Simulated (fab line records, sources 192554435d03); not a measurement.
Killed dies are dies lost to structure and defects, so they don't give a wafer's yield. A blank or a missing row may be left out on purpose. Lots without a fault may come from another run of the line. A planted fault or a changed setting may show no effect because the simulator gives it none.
A struck lot beside a sound one | flow n5_finfet | 21 steps out of a route of 1938
Sound: wafers L866.1, L866.3, L866.6. Struck: wafer L876.5. (L876.1 of the same lot was not struck and is left out.) The cause comes at the end.
At each step with rows: each side's tool, then ch and its chambers, then its first start. Under that, the readings that differ: sound wafers | struck wafers | difference of the means | sigmas: that difference in standard deviations of wafers without a fault.
alike: readings whose means differ by less than 2 such deviations, and words and numbers that are the same on both sides. not compared: withheld readings, readings that some wafer has no value for, bounds like >300 that may hide the same value, and numbers for which the record gives no deviation and whose values overlap.
The two part at a step that has a row with sigmas, a row that says differs or no value, or rows on one side only. Numbers that don't overlap but have no deviation are shown without sigmas and don't part them. A reading that every wafer of one side lacks parts them only if that side has two wafers or more.

first, 3 steps without rows for these wafers: N5_DUMMY_REMOVAL_SRD_05 (time 30 s); N5_HKMG_FIN_IL_REGROW_00 (material SiO2, chemistry O3, target thk 0.75 nm, time 30 s); N5_HKMG_FIN_HK_ALD_01 (deposits HfO2, target thk 1.6 nm, pulse time 3 s, purge time 3 s).
N5_HKMG_FIN_HK_ANNEAL_02: time 30 s.
  sound on rtp_anneal-02 ch 0, day 5 23:02; struck on rtp_anneal-01 ch 0, day 8 12:50
  alike: lamp_power_pct, lamp_zone_7_pct, wafer_temp_C_max
N5_HKMG_FIN_ALD_74: deposits La2O3, target thk 0.5 nm, pulse time 6 s, co reactant pulse time 1 s.
  sound on ald_hk-03 ch 0,1,2, day 5 23:15; struck on ald_hk-03 ch 1, day 8 13:03
  alike: heater_power_outer_w, heater_power_w, precursor_pulse_height_rel
N5_HKMG_FIN_ALD_75: deposits Al2O3, target thk 1 nm, co reactant pulse time 1 s.
  sound on ald_hk-03 ch 0,1,2, day 5 23:20; struck on ald_hk-03 ch 1, day 8 13:12
  reading                    | sound             | struck | difference | sigmas
  precursor_pulse_height_rel | 0.974 1.021 0.995 | 1.037  | +0.040     | +2
  alike: heater_power_outer_w, heater_power_w
then, 6 steps without rows for these wafers: N5_HKMG_FIN_COAT_41 (time 60 s, resist thk 300 nm); N5_HKMG_FIN_COAT_42 (time 60 s, resist thk 35 nm); N5_HKMG_FIN_COAT_43 (resist thk 90 nm); N5_HKMG_FIN_EBR_45; N5_HKMG_FIN_SOFTBAKE_44 (time 60 s); N5_HKMG_FIN_EXPOSE_46 (exposes mask NDIPOLE).
N5_HKMG_FIN_PEB_47: peb time 60 s.
  sound on litho_track-03 ch 0, day 5 23:44; struck on litho_track-04 ch 0, day 8 13:40
then, 1 step without rows for these wafers: N5_HKMG_FIN_DEVELOP_48 (develop time 30 s).
N5_HKMG_FIN_CD_MEAS_49: target cd 202 nm.
  sound on cd_sem-03 ch 0, day 5 23:47; struck on cd_sem-01 ch 0, day 8 13:44
  reading    | sound             | struck | difference | sigmas
  cd_nm (nm) | 202.3 202.9 202.3 | 187.9  | -14.6      | -23
N5_HKMG_FIN_OVL_MEAS_50:
  sound on overlay-02 ch 0, day 5 23:49; struck on overlay-01 ch 0, day 8 13:46
  reading          | sound          | struck | difference | sigmas
  NDIPOLE_OVL (nm) | -1.6 -1.7 -0.5 | 0.1    | +1.4       | +2
N5_HKMG_FIN_INSPECT_61: inspects for defects (macro).
  sound on defect_inspect-02, day 5 23:51; struck on defect_inspect-01, day 8 13:48
  alike: raw_defect_count
N5_HKMG_FIN_DESCUM_53: chemistry O2, time 7.9 s.
  sound on rie_diel-06 ch 1,2, day 5 23:53; struck on rie_diel-03 ch 1, day 8 13:50
  reading             | sound             | struck | difference | sigmas
  o2_flow_sccm (sccm) | 225.5 225.3 225.7 | 227.1  | +1.6       | +2
  alike: drypump_motor_current_A, oes_product_au, rf_vpp_V, showerhead_plenum_p_Torr, throttle_valve_pct
  not compared: rf_hours_counter_h
N5_HKMG_FIN_ETCH_54: etches SiARC in CF4, target depth 45.5 nm, time 75.8 s.
  sound on rie_diel-06 ch 1,2, day 5 23:55; struck on rie_diel-03 ch 1, day 8 13:52
  reading                          | sound             | struck | difference | sigmas
  throttle_valve_pct (%)           | 15.58 15.81 15.83 | 15.11  | -0.63      | -2
  model.HKMG_FIN.cd_offset_nm (nm) | -0.2 1 0.8        | -14.6  | -15.1      |
  alike: drypump_motor_current_A, etch_rf_on_time_s, oes_product_au, rf_vpp_V, showerhead_plenum_p_Torr
  not compared: rf_hours_counter_h
N5_HKMG_FIN_ETCH_55: etches SOC in N2/H2, target depth 240 nm, time 300 s.
  sound on rie_diel-06 ch 1,2, day 5 23:58; struck on rie_diel-03 ch 1, day 8 13:55
  reading                | sound          | struck | difference | sigmas
  throttle_valve_pct (%) | 18.0 17.9 17.9 | 17.3   | -0.6       | -2
  alike: drypump_motor_current_A, oes_product_au, rf_vpp_V, showerhead_plenum_p_Torr
  not compared: rf_hours_counter_h
then, 1 step without rows for these wafers: N5_PASSIVATION_PROBE_49.

WHERE THEY PART
First at N5_HKMG_FIN_ALD_75; last, within this record, at N5_HKMG_FIN_ETCH_55.

WHY: what the simulator had put in
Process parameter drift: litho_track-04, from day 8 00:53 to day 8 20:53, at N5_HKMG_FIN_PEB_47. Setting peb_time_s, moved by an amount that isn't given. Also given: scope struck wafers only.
